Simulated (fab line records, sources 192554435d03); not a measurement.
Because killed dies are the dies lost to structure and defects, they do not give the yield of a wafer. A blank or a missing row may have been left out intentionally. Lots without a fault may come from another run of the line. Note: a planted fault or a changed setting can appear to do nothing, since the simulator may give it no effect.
Split-lot trial :: flow n5 finfet :: 21 wafers read across 7 lots, on a route 1938 steps long

== ABOUT THE SPLIT ==
At N5_MOL_CONTACT_COAG_CVD_140 (deposits W, target thk 66.5 nm, time 215 s), the setting target thk a was moved away from the recipe's 665 angstrom on 8 of the 21 wafers read, by -5.2% to +3.6%. All remaining wafers had this setting at the recipe value.

Reading taken at the split's own step.

== THE READING ==
W_of_MOL_CONTACT_COAG_CVD_140.thk nm (the simulator's own value, which no gauge read), in nm, at N5_MOL_CONTACT_COAG_CVD_140 (deposits W, target thk 66.5 nm, time 215 s). There is no usual value for it anywhere in the file. Here, 13 wafers ran the recipe; their average is 67.0 nm with a standard deviation of 0.72 nm.

wafer: L079.1
tool, chamber at the split: cvd w-01, 1,0
target thk a as run, angstrom: 665
against the recipe: recipe
W_of_MOL_CONTACT_COAG_CVD_140.thk nm, nm: 67
against lot-mates on the recipe: -

wafer: L079.4
tool, chamber at the split: cvd w-01, 1,0
target thk a as run, angstrom: 665
against the recipe: recipe
W_of_MOL_CONTACT_COAG_CVD_140.thk nm, nm: 67
against lot-mates on the recipe: -

wafer: L079.6
tool, chamber at the split: cvd w-01, 0
target thk a as run, angstrom: 665
against the recipe: recipe
W_of_MOL_CONTACT_COAG_CVD_140.thk nm, nm: 66.6
against lot-mates on the recipe: -

wafer: L084.2
tool, chamber at the split: cvd w-02, 1
target thk a as run, angstrom: 665
against the recipe: recipe
W_of_MOL_CONTACT_COAG_CVD_140.thk nm, nm: 65.6
against lot-mates on the recipe: -

wafer: L084.3
tool, chamber at the split: cvd w-02, 0
target thk a as run, angstrom: 630.6
against the recipe: -5.2%
W_of_MOL_CONTACT_COAG_CVD_140.thk nm, nm: 63
against lot-mates on the recipe: -2.6

wafer: L084.4
tool, chamber at the split: cvd w-02, 1
target thk a as run, angstrom: 630.6
against the recipe: -5.2%
W_of_MOL_CONTACT_COAG_CVD_140.thk nm, nm: 62.4
against lot-mates on the recipe: -3.2

wafer: L086.1
tool, chamber at the split: cvd w-02, 1
target thk a as run, angstrom: 665
against the recipe: recipe
W_of_MOL_CONTACT_COAG_CVD_140.thk nm, nm: 66.8
against lot-mates on the recipe: -

wafer: L086.3
tool, chamber at the split: cvd w-02, 1
target thk a as run, angstrom: 665
against the recipe: recipe
W_of_MOL_CONTACT_COAG_CVD_140.thk nm, nm: 67
against lot-mates on the recipe: -

wafer: L086.4
tool, chamber at the split: cvd w-02, 0
target thk a as run, angstrom: 689.2
against the recipe: +3.6%
W_of_MOL_CONTACT_COAG_CVD_140.thk nm, nm: 69.4
against lot-mates on the recipe: +2.5

wafer: L088.2
tool, chamber at the split: cvd w-01, 1
target thk a as run, angstrom: 665
against the recipe: recipe
W_of_MOL_CONTACT_COAG_CVD_140.thk nm, nm: 68.2
against lot-mates on the recipe: -

wafer: L088.4
tool, chamber at the split: cvd w-01, 0
target thk a as run, angstrom: 665
against the recipe: recipe
W_of_MOL_CONTACT_COAG_CVD_140.thk nm, nm: 67.4
against lot-mates on the recipe: -

wafer: L088.6
tool, chamber at the split: cvd w-01, 1
target thk a as run, angstrom: 665
against the recipe: recipe
W_of_MOL_CONTACT_COAG_CVD_140.thk nm, nm: 68.4
against lot-mates on the recipe: -

wafer: L095.1
tool, chamber at the split: cvd w-01, 0
target thk a as run, angstrom: 630.3
against the recipe: -5.2%
W_of_MOL_CONTACT_COAG_CVD_140.thk nm, nm: 62.8
against lot-mates on the recipe: -4.8

wafer: L095.3
tool, chamber at the split: cvd w-01, 0
target thk a as run, angstrom: 630.3
against the recipe: -5.2%
W_of_MOL_CONTACT_COAG_CVD_140.thk nm, nm: 62.6
against lot-mates on the recipe: -5.0

wafer: L095.6
tool, chamber at the split: cvd w-01, 1
target thk a as run, angstrom: 665
against the recipe: recipe
W_of_MOL_CONTACT_COAG_CVD_140.thk nm, nm: 67.6
against lot-mates on the recipe: -

wafer: L096.3
tool, chamber at the split: cvd w-02, 1
target thk a as run, angstrom: 633.7
against the recipe: -4.7%
W_of_MOL_CONTACT_COAG_CVD_140.thk nm, nm: 64.8
against lot-mates on the recipe: no lot-mate on the recipe

wafer: L096.5
tool, chamber at the split: cvd w-02, 0
target thk a as run, angstrom: 633.7
against the recipe: -4.7%
W_of_MOL_CONTACT_COAG_CVD_140.thk nm, nm: 64.6
against lot-mates on the recipe: no lot-mate on the recipe

wafer: L096.6
tool, chamber at the split: cvd w-02, 1
target thk a as run, angstrom: 633.7
against the recipe: -4.7%
W_of_MOL_CONTACT_COAG_CVD_140.thk nm, nm: 64.2
against lot-mates on the recipe: no lot-mate on the recipe

wafer: L097.2
tool, chamber at the split: cvd w-02, 1
target thk a as run, angstrom: 665
against the recipe: recipe
W_of_MOL_CONTACT_COAG_CVD_140.thk nm, nm: 66.4
against lot-mates on the recipe: -

wafer: L097.5
tool, chamber at the split: cvd w-02, 1
target thk a as run, angstrom: 665
against the recipe: recipe
W_of_MOL_CONTACT_COAG_CVD_140.thk nm, nm: 66.4
against lot-mates on the recipe: -

wafer: L097.6
tool, chamber at the split: cvd w-02, 0
target thk a as run, angstrom: 665
against the recipe: recipe
W_of_MOL_CONTACT_COAG_CVD_140.thk nm, nm: 67.2
against lot-mates on the recipe: -
The file does not say which wafer passed through which chamber wherever a row lists several chambers: such a row stands for several wafers.

FIT RESULTS
A straight line over all 21 wafers: W_of_MOL_CONTACT_COAG_CVD_140.thk nm changes by +0.714 nm for each +1% of target thk a; r = +0.93; the points scatter about the line by 0.76 nm.
The same after taking each lot's own level away (the mean of its wafers on the recipe; 18 wafers): +0.741 nm for each +1%; r = +0.96; scatter 0.57 nm.
That fit puts the effect of the largest move of target thk a on the reading at 3.9 nm.
Across the lots, their own levels run from 65.60 to 68.00 nm, a range of 3.3 times the standard deviation given above.
Consequently the slope shifts little with the lot-to-lot level, the two slopes agreeing.
Check: with one of the wafers moved furthest among these (-5.2%) left out of the fit, the line predicts -3.62 nm for it against its lot-mates. Against them it came out at -4.8 nm.

== OTHER SPLITS ON THESE WAFERS ==
These wafers also went through other splits before the reading. Each is held against what the fit with the lots' levels taken away leaves over:
other split on the same wafers: N5_SD_EPI_N_DESCUM_14 time s
wafers away from the commonest value: 6
r with W_of_MOL_CONTACT_COAG_CVD_140.thk nm (lot level and that fit taken away): -0.17

other split on the same wafers: N5_SDB_COAT_03 spin rpm
wafers away from the commonest value: 5
r with W_of_MOL_CONTACT_COAG_CVD_140.thk nm (lot level and that fit taken away): +0.00

other split on the same wafers: N5_HKMG_FIN_ETCH_58 source w
wafers away from the commonest value: 8
r with W_of_MOL_CONTACT_COAG_CVD_140.thk nm (lot level and that fit taken away): -0.15

== FILE'S OWN FIT ==
W_of_MOL_CONTACT_COAG_CVD_140.thk nm changes by +0.739 nm for each +1% of target thk a, r = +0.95.
